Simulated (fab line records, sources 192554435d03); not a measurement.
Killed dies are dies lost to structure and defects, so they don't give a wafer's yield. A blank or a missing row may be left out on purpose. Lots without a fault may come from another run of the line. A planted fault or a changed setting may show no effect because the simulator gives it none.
One fault seen from 2 desks | flow n5_finfet | each desk has only its own numbers; what lay behind them comes last

THE METROLOGY DESK
What the gauges read, lot by lot, whatever tool the lot ran on: means of the sampled wafers that have a number. A lot is out of limits, marked OUT, if its mean lies more than 4 standard deviations from the usual mean; the brackets give that distance. Of its 13 readings 7 are shown: those that lie furthest out on some lot.
Columns: A = thk_nm at N5_BEOL_M0_SAQP_THK_MEAS_05, usual 60.0 nm; B = cd_nm at N5_BEOL_M0_SAQP_CD_MEAS_14, usual 42.4 nm; C = cd_nm at N5_BEOL_M0_SAQP_CD_MEAS_25, usual 12.81 nm; D = IOFF_P at N5_BEOL_M4_RC_MEAS_101, usual 0.21 nA/um; E = ION_P at N5_BEOL_M4_RC_MEAS_101, usual 460 uA/um; F = SS_P at N5_BEOL_M4_RC_MEAS_101, usual 73.4 mV/dec; G = VT_P at N5_BEOL_M4_RC_MEAS_101, usual -250 mV
lot  | first seen here | A    | B    | C     | D    | E   | F    | G
L655 | day 5 21:23     | 59.0 | 42.4 | 12.90 | 0.21 | 454 | 74.1 | -252
L656 | day 6 04:25     | 59.5 | 42.0 | 12.93 | 0.21 | 465 | 73.1 | -251
L657 | day 6 12:41     | 60.2 | 42.3 | 12.72 | 0.23 | 466 | 73.3 | -247
L661 | day 7 10:05     | 59.7 | 42.7 | 12.34 | 0.21 | 462 | 73.5 | -251
L662 | day 7 12:59     | 60.1 | 42.9 | 12.46 | 0.20 | 459 | 73.0 | -252
L667 | day 9 20:50     | 60.1 | 42.3 | 12.87 | 0.26 | 472 | 73.4 | -246
L668 | day 9 20:56     | 60.7 | 42.1 | 12.56 | 0.21 | 462 | 73.7 | -250
L670 | day 9 23:08     | 60.1 | 42.8 | 12.94 | 0.18 | 448 | 72.8 | -255
L669 | day 9 23:23     | 60.6 | 42.2 | 12.68 | 0.18 | 449 | 73.4 | -256
L676 | day 11 10:22    | 60.6 | 42.5 | 12.73 | 0.20 | 454 | 72.3 | -251
This desk's finding: nothing out of limits on any of the 10 lots.

THE TOOL OWNER'S DESK: ald_sin-03
The tool's own readings at N5_BEOL_M0_SAQP_SPACER1_ALD_98 (deposits SiO2, target thk 12.8 nm, pulse time 1 s, purge time 2 s): means of the sampled wafers that have a number, for each lot that ran on this tool. A lot is out of limits, marked OUT, if its mean lies more than 4 standard deviations from the usual mean; the brackets give that distance.
Columns: A = heater_power_w at N5_BEOL_M0_SAQP_SPACER1_ALD_98, usual 448 W; B = precursor_pulse_height_rel at N5_BEOL_M0_SAQP_SPACER1_ALD_98, usual 0.997
lot  | first seen here | A   | B
L655 | day 5 23:17     | 439 | 0.999
L656 | day 6 05:49     | 434 | 0.992
L657 | day 6 14:10     | 454 | 1.003
L661 | day 7 11:35     | 462 | 1.012
L662 | day 7 15:11     | 434 | 1.011
This desk's finding: nothing out of limits on any of the 5 lots.

PUT TOGETHER
The metrology desk saw nothing out of limits.
The tool owner's desk saw nothing out of limits.

WHAT THE SIMULATOR HAD PUT IN
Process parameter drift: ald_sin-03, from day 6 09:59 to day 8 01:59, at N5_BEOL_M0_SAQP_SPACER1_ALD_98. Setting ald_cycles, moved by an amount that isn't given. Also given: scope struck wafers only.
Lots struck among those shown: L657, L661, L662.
